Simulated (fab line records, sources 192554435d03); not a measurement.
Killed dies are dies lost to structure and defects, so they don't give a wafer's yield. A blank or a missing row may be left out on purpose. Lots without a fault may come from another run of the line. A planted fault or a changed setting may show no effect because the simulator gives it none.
Which tool did it? | flow n5_finfet | 9 lots, 27 wafers sampled, at 6 steps of a route of 1938

WHAT THE GAUGES READ, wafer by wafer
N5_HKMG_FIN_INSPECT_14: inspects for defects (macro). Usual: raw_defect_count 2.0, standard deviation 1.3.
lot  | measured    | on                | raw_defect_count | flag
L497 | day 4 04:42 | defect_inspect-02 | 3 3 0            |
L500 | day 5 00:23 | defect_inspect-02 | 1 2 3            |
L503 | day 5 18:58 | defect_inspect-01 | 2 2 1            |
L504 | day 6 01:29 | defect_inspect-02 | 1 2 2            |
L506 | day 6 12:09 | defect_inspect-01 | 1 5 2            |
L507 | day 6 19:01 | defect_inspect-02 | 2 1 2            |
L508 | day 7 08:05 | defect_inspect-02 | >300 >300 >300   | OFF
L512 | day 8 00:10 | defect_inspect-02 | >300 >300 >300   | OFF
L519 | day 9 18:03 | defect_inspect-01 | 2 0 3            |

N5_BEOL_M4_RC_MEAS_101. Usual: DIBL_N 36.4 mV/V, standard deviation 1.5; DIBL_P 36.6 mV/V, standard deviation 1.9; IOFF_N 0.155 nA/um, standard deviation 0.021; IOFF_P 0.211 nA/um, standard deviation 0.028; ION_N 671 uA/um, standard deviation 8.6; ION_P 462 uA/um, standard deviation 5.8; SS_N 71.5 mV/dec, standard deviation 0.5; SS_P 73.4 mV/dec, standard deviation 0.58; VT_N 250.1 mV, standard deviation 2.4; VT_P -250.1 mV, standard deviation 3.
lot  | measured     | on        | DIBL_N (mV/V)  | DIBL_P (mV/V)  | IOFF_N (nA/um)    | IOFF_P (nA/um)    | ION_N (uA/um) | ION_P (uA/um) | SS_N (mV/dec)  | SS_P (mV/dec)  | VT_N (mV)         | VT_P (mV)            | flag
L497 | day 7 23:52  | prober-02 | 35.7 35.3 35.8 | 35.0 35.4 34.5 | 0.134 0.138 0.142 | 0.193 0.200 0.189 | 674 667 685   | 457 464 461   | 71.2 71.4 71.5 | 72.5 72.0 72.8 | 250.6 248.9 250.2 | -250.8 -251.9 -252.8 |
L500 | day 8 18:28  | prober-01 | 37.2 38.2 34.9 | 39.2 39.4 36.1 | 0.161 0.176 0.127 | 0.217 0.220 0.173 | 673 674 660   | 462 460 453   | 71.3 72.0 71.1 | 73.6 73.9 72.8 | 252.4 250.6 256.3 | -251.4 -250.6 -252.3 |
L503 | day 9 15:51  | prober-02 | 36.5 34.8 36.1 | 36.7 33.9 36.1 | 0.155 0.126 0.144 | 0.208 0.179 0.205 | 673 664 669   | 460 459 462   | 71.6 71.2 71.3 | 73.4 72.0 73.7 | 250.9 250.4 252.1 | -250.0 -253.1 -252.4 |
L504 | day 9 16:14  | prober-01 | 37.1 36.5 36.7 | 38.8 37.6 38.3 | 0.171 0.168 0.163 | 0.237 0.222 0.237 | 675 674 675   | 466 463 464   | 72.0 71.3 71.5 | 73.4 73.5 73.5 | 248.3 247.9 249.0 | -246.5 -247.4 -246.5 |
L506 | day 10 08:18 | prober-02 | 37.3 36.9 38.4 | 36.8 34.5 37.2 | 0.157 0.142 0.170 | 0.208 0.175 0.222 | 676 670 679   | 460 454 466   | 71.5 71.5 71.0 | 73.1 72.3 73.1 | 250.6 249.8 250.6 | -246.9 -251.8 -248.8 |
L507 | day 10 14:41 | prober-02 | 35.1 34.4 33.7 | 37.2 36.2 35.3 | 0.155 0.144 0.133 | 0.237 0.221 0.204 | 672 669 662   | 468 458 461   | 71.5 71.2 71.7 | 73.1 73.0 72.8 | 249.5 250.6 252.6 | -246.7 -246.5 -252.6 |
L508 | day 10 21:17 | prober-02 | 38.7 37.9 35.8 | 38.5 37.2 34.8 | 0.179 0.162 0.128 | 0.225 0.197 0.170 | 667 675 660   | 459 458 449   | 71.6 72.3 71.3 | 74.1 73.1 73.0 | 249.6 250.2 255.4 | -251.0 -252.6 -253.6 |
L512 | day 11 13:08 | prober-02 | 36.7 37.1 37.5 | 36.3 36.5 38.4 | 0.153 0.157 0.169 | 0.211 0.212 0.252 | 667 678 690   | 461 467 474   | 71.8 71.4 71.5 | 73.5 73.0 74.4 | 250.2 248.7 245.7 | -251.3 -250.3 -248.6 |
L519 | day 13 09:25 | prober-01 | 32.6 34.9 34.2 | 33.7 35.5 34.8 | 0.128 0.152 0.143 | 0.168 0.209 0.188 | 670 677 679   | 469 471 467   | 71.4 71.3 71.7 | 72.8 73.7 73.1 | 252.5 249.9 251.6 | -250.6 -246.6 -253.1 |

WHICH TOOL RAN EACH LOT (tool, then ch and the chambers of the sampled wafers, then the start)
lot  | N5_HKMG_FIN_STRIP_57              | N5_HKMG_FIN_WET_ETCH_78            | N5_HKMG_FIN_ETCH_31               | N5_HKMG_FIN_ETCH_35
L497 | rie_diel-04 ch 0,1,3, day 4 01:41 | wet_bench-05 ch 1,2,7, day 4 02:42 | rie_diel-06 ch 0,1,3, day 4 04:46 | rie_diel-06 ch 0,1,3, day 4 05:02
L500 | rie_diel-04 ch 0,2,3, day 4 21:05 | wet_bench-03 ch 1,4,7, day 4 22:07 | rie_diel-01 ch 0,1,2, day 5 00:27 | rie_diel-01 ch 0,1,2, day 5 00:43
L503 | rie_diel-06 ch 1,2,3, day 5 16:01 | wet_bench-01 ch 4,5,6, day 5 17:02 | rie_diel-01 ch 2,3, day 5 19:02   | rie_diel-01 ch 2,3, day 5 19:18
L504 | rie_diel-04 ch 0,2,3, day 5 22:20 | wet_bench-01 ch 2,3,6, day 5 23:22 | rie_diel-04 ch 0,2,3, day 6 01:33 | rie_diel-04 ch 0,2,3, day 6 01:49
L506 | rie_diel-04 ch 0,2,3, day 6 09:05 | wet_bench-03 ch 1,3,4, day 6 10:06 | rie_diel-04 ch 0,2,3, day 6 12:13 | rie_diel-04 ch 0,2,3, day 6 12:29
L507 | rie_diel-01 ch 1,3, day 6 15:56   | wet_bench-01 ch 1,5,7, day 6 16:57 | rie_diel-01 ch 1,2, day 6 19:48   | rie_diel-01 ch 1,2, day 6 20:04
L508 | rie_diel-01 ch 1,2,3, day 7 05:02 | wet_bench-01 ch 0,6,7, day 7 06:02 | rie_diel-06 ch 0,1,3, day 7 08:27 | rie_diel-06 ch 0,1,3, day 7 08:43
L512 | rie_diel-06 ch 1,3, day 7 21:07   | wet_bench-01 ch 0,1,5, day 7 22:08 | rie_diel-04 ch 1,2, day 8 00:16   | rie_diel-04 ch 1,2, day 8 00:32
L519 | rie_diel-06 ch 0,2,3, day 9 14:44 | wet_bench-05 ch 0,6,7, day 9 15:49 | rie_diel-01 ch 1,3, day 9 18:13   | rie_diel-01 ch 1,3, day 9 18:29
- N5_HKMG_FIN_STRIP_57: strips in CF4.
- N5_HKMG_FIN_WET_ETCH_78: etches Al2O3 in dNH4OH, stops on La2O3, target depth 4.5 nm, rinse time 30 s.
- N5_HKMG_FIN_ETCH_31: etches SiARC in CF4, target depth 45.5 nm, time 75.8 s.
- N5_HKMG_FIN_ETCH_35: etches SOC in N2/H2, target depth 215.8 nm, time 243.4 s.

WHAT THE TOOLS THEMSELVES READ (means of the sampled wafers that have a number; where no wafer has one, the mark that the record gives instead)
N5_HKMG_FIN_STRIP_57. Usual: drypump_motor_current_A 5.7 A, standard deviation 0.5; oes_product_au 0.77 a.u., standard deviation 0.092; rf_vpp_V 271.0 V, standard deviation 1.4; showerhead_plenum_p_Torr 1.78 Torr, standard deviation 0.049; throttle_valve_pct 13.60 %, standard deviation 0.23.
lot  | tool        | drypump_motor_current_A (A) | oes_product_au (a.u.) | rf_vpp_V (V) | showerhead_plenum_p_Torr (Torr) | throttle_valve_pct (%) | flag
L497 | rie_diel-04 | 5.6                         | 0.74                  | 271.0        | 1.77                            | 13.62                  |
L500 | rie_diel-04 | 5.9                         | 0.72                  | 269.9        | 1.74                            | 13.75                  |
L503 | rie_diel-06 | 5.8                         | 0.72                  | 271.2        | 1.80                            | 13.71                  |
L504 | rie_diel-04 | 5.9                         | 0.72                  | 270.1        | 1.73                            | 13.76                  |
L506 | rie_diel-04 | 5.9                         | 0.72                  | 269.5        | 1.73                            | 13.77                  |
L507 | rie_diel-01 | 5.5                         | 0.93                  | 271.7        | 1.81                            | 13.30                  |
L508 | rie_diel-01 | 5.4                         | 0.85                  | 270.3        | 1.80                            | 13.35                  |
L512 | rie_diel-06 | 5.8                         | 0.71                  | 271.7        | 1.80                            | 13.71                  |
L519 | rie_diel-06 | 5.9                         | 0.80                  | 272.0        | 1.83                            | 13.59                  |

N5_HKMG_FIN_ETCH_31. Usual: drypump_motor_current_A 5.6 A, standard deviation 0.48; etch_rf_on_time_s 75.9 s, standard deviation 1.2; oes_product_au 0.67 a.u., standard deviation 0.086; rf_vpp_V 184.2 V, standard deviation 1.2; showerhead_plenum_p_Torr 2.14 Torr, standard deviation 0.057; throttle_valve_pct 15.61 %, standard deviation 0.23.
lot  | tool        | drypump_motor_current_A (A) | etch_rf_on_time_s (s) | oes_product_au (a.u.) | rf_vpp_V (V) | showerhead_plenum_p_Torr (Torr) | throttle_valve_pct (%) | flag
L497 | rie_diel-06 | 5.9                         | 75.7                  | 0.65                  | 185.9        | 2.20                            | 15.64                  |
L500 | rie_diel-01 | 5.3                         | 77.3                  | 0.60                  | 184.8        | 2.15                            | 15.78                  |
L503 | rie_diel-01 | 5.6                         | 75.3                  | 0.70                  | 183.2        | 2.16                            | 15.45                  |
L504 | rie_diel-04 | 5.9                         | 76.3                  | 0.61                  | 184.3        | 2.07                            | 15.80                  |
L506 | rie_diel-04 | 5.9                         | 76.3                  | 0.61                  | 182.7        | 2.07                            | 15.79                  |
L507 | rie_diel-01 | 5.3                         | 75.7                  | 0.69                  | 183.7        | 2.13                            | 15.41                  |
L508 | rie_diel-06 | 5.9                         | 76.2                  | 0.63                  | 184.5        | 2.19                            | 15.70                  |
L512 | rie_diel-04 | 6.2                         | 75.6                  | 0.75                  | 185.5        | 2.23                            | 15.51                  |
L519 | rie_diel-01 | 5.2                         | 76.4                  | 0.75                  | 184.1        | 2.12                            | 15.34                  |

N5_HKMG_FIN_ETCH_35. Usual: drypump_motor_current_A 5.6 A, standard deviation 0.48; oes_product_au 0.79 a.u., standard deviation 0.1; rf_vpp_V 141.6 V, standard deviation 1; showerhead_plenum_p_Torr 2.55 Torr, standard deviation 0.075; throttle_valve_pct 17.87 %, standard deviation 0.24.
lot  | tool        | drypump_motor_current_A (A) | oes_product_au (a.u.) | rf_vpp_V (V) | showerhead_plenum_p_Torr (Torr) | throttle_valve_pct (%) | flag
L497 | rie_diel-06 | 5.9                         | 0.76                  | 142.2        | 2.62                            | 17.85                  |
L500 | rie_diel-01 | 5.3                         | 0.70                  | 140.6        | 2.55                            | 18.01                  |
L503 | rie_diel-01 | 5.6                         | 0.82                  | 141.8        | 2.56                            | 17.68                  |
L504 | rie_diel-04 | 5.9                         | 0.72                  | 140.4        | 2.45                            | 18.04                  |
L506 | rie_diel-04 | 5.9                         | 0.72                  | 140.0        | 2.45                            | 18.05                  |
L507 | rie_diel-01 | 5.3                         | 0.81                  | 140.5        | 2.53                            | 17.66                  |
L508 | rie_diel-06 | 5.9                         | 0.74                  | 142.3        | 2.60                            | 17.90                  |
L512 | rie_diel-04 | 6.2                         | 0.88                  | 142.7        | 2.65                            | 17.87                  |
L519 | rie_diel-01 | 5.2                         | 0.88                  | 141.9        | 2.53                            | 17.61                  |

THE ANSWER, worked out from the rows above alone
Rule: a lot is off if the mean of its wafers that have a number lies more than 3 standard deviations from the usual mean. A lot without any number at a reading at which 4 lots or more have one is off too. The other lots that the step has rows for count as sound. The gauges are gone through in route order, then the tools' own readings, and for those a lot's mean is taken as printed above. The first step at which some lot is off is used, and at that step the reading that is off furthest; a lot without a number counts as furthest.
Off: L508, L512, at N5_HKMG_FIN_INSPECT_14 (raw_defect_count). Without a number there: L508, L512.
A tool fits if, at a process step before that reading, it ran every lot that is off, and no sound lot after the first of them. The gauges at N5_HKMG_FIN_INSPECT_14 are tried like those tools. Can't be told from this: 2 tools fit, wet_bench-01 at N5_HKMG_FIN_WET_ETCH_78, defect_inspect-02 at N5_HKMG_FIN_INSPECT_14.

WHAT THE SIMULATOR HAD PUT IN
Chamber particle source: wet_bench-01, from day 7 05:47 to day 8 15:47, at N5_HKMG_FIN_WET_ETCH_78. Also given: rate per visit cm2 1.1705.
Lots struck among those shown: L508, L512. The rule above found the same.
